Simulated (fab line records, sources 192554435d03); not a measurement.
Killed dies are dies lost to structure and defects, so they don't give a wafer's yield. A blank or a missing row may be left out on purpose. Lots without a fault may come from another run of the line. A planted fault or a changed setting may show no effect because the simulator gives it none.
Chamber matching | flow n5_finfet | N5_PASSIVATION_PECVD_55 on pecvd-04: 3 sister chambers
The step deposits SiO2 from SiH4/N2O, target thk 400 nm, time 22.5 s. 14 wafers are shown with their chamber, then 7 later ones without.

WAFERS WITH THEIR CHAMBER
wafer  | chamber | throttle_valve_pct (%) | showerhead_plenum_p_Torr (Torr) | heater_power_w (W)
L302.3 | 1       | 54                     | 8.10                            | 705
L302.5 | 0       | 57                     | 8.27                            | 744
L302.6 | 1       | 54                     | 8.11                            | 726
L304.1 | 0       | 57                     | 8.29                            | 631
L304.4 | 0       | 57                     | 8.31                            | 648
L304.6 | 0       | 56                     | 8.28                            | 697
L314.2 | 1       | 54                     | 8.09                            | 798
L314.4 | 1       | 54                     | 8.10                            | 828
L314.6 | 2       | 50                     | 8.24                            | 707
L317.1 | 1       | 54                     | 8.09                            | 850
L317.3 | 2       | 49                     | 8.22                            | 622
L317.4 | 1       | 54                     | 8.09                            | 862
L319.3 | 2       | 50                     | 8.22                            | 567
L319.4 | 1       | 54                     | 8.09                            | 811

SIGNATURES (means of the wafers above)
reading                  | chamber 0 | chamber 1 | chamber 2 | scatter within a chamber
throttle_valve_pct       | 56.75     | 54.00     | 49.67     | 0.359
showerhead_plenum_p_Torr | 8.2875    | 8.0957    | 8.2267    | 0.0117
heater_power_w           | 680.00    | 797.14    | 632.00    | 59.9
Rule: a wafer's distance from a chamber is the root of the sum, over the readings, of the square of ((its reading less the chamber's mean) divided by the reading's scatter). The wafer belongs to the nearest chamber; if the next one is less than 2 further off, it can't be placed. The scatter: the root of (the sum of the squares of (reading less its chamber's mean) over the shown wafers, divided by (wafers less chambers)).

WAFERS WITHOUT THEIR CHAMBER
wafer  | throttle_valve_pct (%) | showerhead_plenum_p_Torr (Torr) | heater_power_w (W)
L319.6 | 49                     | 8.24                            | 624
L318.2 | 49                     | 8.24                            | 583
L318.3 | 57                     | 8.27                            | 730
L318.5 | 50                     | 8.25                            | 634
L320.2 | 49                     | 8.25                            | 666
L320.4 | 57                     | 8.27                            | 713
L320.6 | 50                     | 8.22                            | 736

WHICH CHAMBER EACH WENT THROUGH
wafer  | from the rows above | in truth
L319.6 | 2                   | 2
L318.2 | 2                   | 2
L318.3 | 0                   | 0
L318.5 | 2                   | 2
L320.2 | 2                   | 2
L320.4 | 0                   | 0
L320.6 | 2                   | 2
Placed correctly: 7 of 7. Can't be placed from these rows: 0. Placed wrongly: 0.
